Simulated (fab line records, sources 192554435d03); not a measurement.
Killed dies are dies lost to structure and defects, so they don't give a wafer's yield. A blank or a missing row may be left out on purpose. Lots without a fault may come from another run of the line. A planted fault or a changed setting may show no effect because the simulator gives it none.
A struck lot beside a sound one | flow n5_finfet | 36 steps out of a route of 1938
Sound: wafers L310.3, L310.4, L310.6. Struck: wafers L324.1, L324.4, L324.5. The cause comes at the end.
At each step with rows: each side's tool, then ch and its chambers, then its first start. Under that, the readings that differ: sound wafers | struck wafers | difference of the means | sigmas: that difference in standard deviations of wafers without a fault.
alike: readings whose means differ by less than 2 such deviations, and words and numbers that are the same on both sides. not compared: withheld readings, readings that some wafer has no value for, bounds like >300 that may hide the same value, and numbers for which the record gives no deviation and whose values overlap.
The two part at a step that has a row with sigmas, a row that says differs or no value, or rows on one side only. Numbers that don't overlap but have no deviation are shown without sigmas and don't part them. A reading that every wafer of one side lacks parts them only if that side has two wafers or more.

first, 11 steps without rows for these wafers: N5_BEOL_M8_DESCUM_33 (chemistry O2, time 7 s); N5_BEOL_M8_ETCH_72 (etches underlayer in N2/H2, target depth 6.5 nm, time 5.2 s); N5_BEOL_M8_ETCH_65 (etches SiARC in CF4, target depth 15.6 nm, time 26 s); N5_BEOL_M8_ETCH_66 (etches SOC in N2/H2, target depth 80 nm, overetch 16 nm, time 120 s); N5_BEOL_M8_STRIP_69 (strips in N2/H2); N5_BEOL_M8_STRIP_73 (strips in N2/H2); N5_BEOL_M8_VIA_ETCH_34 (etches SiCOH lowk in C4F6/O2, target depth 125.5 nm, time 50.5 s); N5_BEOL_M8_STRIP_76 (strips in C4F6/O2); N5_BEOL_M8_STRIP_36 (strips in N2/H2); N5_BEOL_M8_TRENCH_ETCH_37 (etches SiCOH lowk in C4F6/O2, target depth 93.478 nm, time 31.2 s); N5_BEOL_M8_ETCH_41 (etches SiCN in CH3F/O2, target depth 31.9 nm, time 57.8 s).
N5_BEOL_M8_STRIP_80: strips in N2/H2, time 10 s.
  sound on rie_diel-06 ch 1,2,3, day 11 21:26; struck on rie_diel-02 ch 1,2,3, day 15 22:16
  alike: drypump_motor_current_A, oes_product_au, rf_vpp_V, showerhead_plenum_p_Torr, throttle_valve_pct
  not compared: rf_hours_counter_h
then, 23 steps without rows for these wafers: N5_BEOL_M8_HM_STRIP_39 (strips TiN in peroxide tin strip, target depth 25 nm, time 158 s); N5_BEOL_M8_SRD_40 (time 30 s); N5_BEOL_M8_PRECLEAN_42 (cleans in residue remover, time 60 s); N5_BEOL_M8_SRD_43 (time 30 s); N5_BEOL_M8_CURE_75 (cures SiCOH lowk, time 120 s); N5_BEOL_M8_DEGAS_44 (time 60 s); N5_BEOL_M8_PRE_CLEAN_45 (time 30 s); N5_BEOL_M8_ALD_77 (deposits TaN, target thk 2 nm, pulse time 2 s, purge time 3 s); N5_BEOL_M8_SURFACE_TREAT_79; N5_BEOL_M8_CVD_78 (deposits Co from CCTBA/H2, target thk 2 nm, time 142.3 s); N5_BEOL_M8_SPUTTER_48 (material Cu, target thk 10 nm, time 1.667 s); N5_BEOL_M8_ECD_50 (material Cu, target thk 300 nm); N5_BEOL_M8_ANNEAL_51 (time 90 s); N5_BEOL_M8_CMP_52 (polishes, stops on SiCOH lowk, t overpolish 6.9 s, target thk 80 nm); N5_BEOL_M8_PRE_CLEAN_55 (time 15 s); N5_BEOL_M8_DEP_56 (deposits SiCN from 3MS/NH3, target thk 10 nm, time 17.5 s); N5_BEOL_M9_ILD_DEP_00 (deposits SiCOH lowk from DEMS/porogen, target thk 308.51 nm, time 58 s); N5_BEOL_M9_CURE_71 (cures SiCOH lowk, time 240 s); N5_BEOL_M9_PECVD_70 (deposits SiO2 from TEOS/O2, target thk 20 nm, time 22.7 s); N5_BEOL_M9_HM_DEP_02 (deposits TiN, target thk 20 nm); N5_BEOL_M9_COAT_59 (time 60 s, resist thk 100 nm); N5_BEOL_M9_COAT_60 (time 60 s, resist thk 30 nm); N5_BEOL_M9_COAT_05 (resist thk 90 nm).
-- the record jumps here: 3 days lie between the struck wafers' starts before and after (it left off in module BEOL_M9 and takes up again in module PASSIVATION, whose first step shown is number 1936 of the route) --
N5_PASSIVATION_PROBE_49:
  sound on prober-01, day 14 16:43; struck on prober-02, day 18 15:34
  reading                  | sound          | struck         | difference | sigmas
  defect_limited_yield (%) | 93.6 94.5 92.7 | 82.9 80.8 78.9 | -12.7      | -10
  killed_at_M4_up          | 14 11 14       | 106 132 159    | +119       | +21
  killed_at_contacts       | 8 2 4          | 17 21 12       | +12        | +2
  killed_dies              | 76 65 86       | 202 226 249    | +150       | +10
  killed_on_rim            | 14 8 12        | 37 34 24       | +20        | +5
  killed_open              | 56 42 51       | 85 74 62       | +24        | +2
  sort_bin_5_function (%)  | 3.3 3.0 5.1    | 9.6 10.8 13.1  | +7.4       | +9
  sort_bin_6_memory (%)    | 2.9 2.0 1.9    | 4.4 5.2 4.4    | +2.4       | +4
  sort_n_pass              | 1104 1115 1094 | 978 954 931    | -150       | -10
  sort_yield_pct (%)       | 93.6 94.5 92.7 | 82.9 80.8 78.9 | -12.7      | -10
  alike: killed_at_M0_to_M3, killed_at_front_end, killed_at_other, killed_short

WHERE THEY PART
Only at N5_PASSIVATION_PROBE_49, within this record.

WHY: what the simulator had put in
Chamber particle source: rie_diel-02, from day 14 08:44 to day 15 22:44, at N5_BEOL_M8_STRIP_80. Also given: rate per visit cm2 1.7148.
